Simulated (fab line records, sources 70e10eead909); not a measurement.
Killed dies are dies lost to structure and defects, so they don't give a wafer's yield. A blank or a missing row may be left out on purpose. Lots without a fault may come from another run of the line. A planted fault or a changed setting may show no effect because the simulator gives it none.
A struck lot beside a sound one | flow nand_harc | 15 steps out of a route of 1159
Sound: wafers L445.1, L445.5, L445.6. Struck: wafer L449.3. (L449.5, L449.6 of the same lot were not struck and are left out.) The cause comes at the end.
At each step with rows: each side's tool, then ch and its chambers, then its first start. Under that, the readings that differ: sound wafers | struck wafers | difference of the means | sigmas: that difference in standard deviations of wafers without a fault.
alike: readings whose means differ by less than 2 such deviations, and words and numbers that are the same on both sides. not compared: withheld readings, readings that some wafer has no value for, bounds like >300 that may hide the same value, and numbers for which the record gives no deviation and whose values overlap.
The two part at a step that has a row with sigmas, a row that says differs or no value, or rows on one side only. Numbers that don't overlap but have no deviation are shown without sigmas and don't part them. A reading that every wafer of one side lacks parts them only if that side has two wafers or more.

NHARC_A_BLC_INSPECT_12:
  sound on defect_inspect-01, day 17 14:44; struck on defect_inspect-02, day 18 17:36
  alike: raw_defect_count
NHARC_A_BLC_DESCUM_15: chemistry O2, time 3 s.
  sound on rie_diel-02 ch 0,2,3, day 17 14:49; struck on rie_diel-02 ch 0, day 18 17:40
  alike: drypump_motor_current_A, oes_product_au, rf_vpp_V, showerhead_plenum_p_Torr, throttle_valve_pct
  not compared: rf_hours_counter_h
then, 1 step without rows for these wafers: NHARC_A_BLC_ETCH_16 (etches the open film in CF4, target depth 39 nm, time 65 s).
NHARC_A_BLC_ETCH_17: etches the open film in N2/H2, target depth 390 nm, time 609.38 s.
  sound on rie_diel-02 ch 0,1,3; struck on rie_diel-02 ch 0
  alike: drypump_motor_current_A, oes_product_au, rf_vpp_V, showerhead_plenum_p_Torr, throttle_valve_pct
  not compared: rf_hours_counter_h
NHARC_A_BLC_ETCH_18: etches the open film in C4F8/O2/Ar, target depth 910 nm.
  sound on rie_diel-02 ch 2,3; struck on rie_diel-02 ch 3
  alike: oes_product_au, rf_vpp_V
  not compared: rf_hours_counter_h
NHARC_A_BLC_CD_MEAS_19:
  sound on cd_sem-03, day 17 15:46; struck on cd_sem-01, day 18 18:40
  alike: cd_nm
then, 1 step without rows for these wafers: NHARC_A_BLC_STRIP_29 (strips in CF4).
NHARC_A_BLC_STRIP_21: strips in O2.
  sound on rie_diel-08 ch 0,2,3, day 17 16:06; struck on rie_diel-02 ch 1, day 18 18:51
  alike: drypump_motor_current_A, oes_product_au, rf_vpp_V, showerhead_plenum_p_Torr, throttle_valve_pct
  not compared: rf_hours_counter_h
then, 4 steps without rows for these wafers: NHARC_A_BLC_STRIP_22 (strips in post etch residue remover, time 600 s); NHARC_A_BLC_DEGAS_30 (time 60 s); NHARC_A_BLC_PRE_CLEAN_31 (time 15 s); NHARC_A_BLC_PVD_32 (deposits Ti, target thk 5 nm, time 17.7 s).
NHARC_A_BLC_ALD_23: deposits TiN, target thk 3 nm, pulse time 1 s, ald cycles 150.
  sound on ald_metal-03 ch 0,1,2, day 17 16:47; struck on ald_metal-03 ch 1, day 18 19:30
  reading    | sound       | struck | difference | sigmas
  ald_cycles | 150 150 150 | 192    | +42        |
  alike: heater_power_w, precursor_pulse_height_rel
NHARC_A_BLC_CVD_24: deposits W, target thk 150 nm, time 434 s.
  sound on cvd_w-01 ch 0,1; struck on cvd_w-02 ch 0
  alike: heater_power_w, throttle_valve_pct
then, 1 step without rows for these wafers: NHARC_END_SORT_01.

WHERE THEY PART
Nowhere in this record.

WHY: what the simulator had put in
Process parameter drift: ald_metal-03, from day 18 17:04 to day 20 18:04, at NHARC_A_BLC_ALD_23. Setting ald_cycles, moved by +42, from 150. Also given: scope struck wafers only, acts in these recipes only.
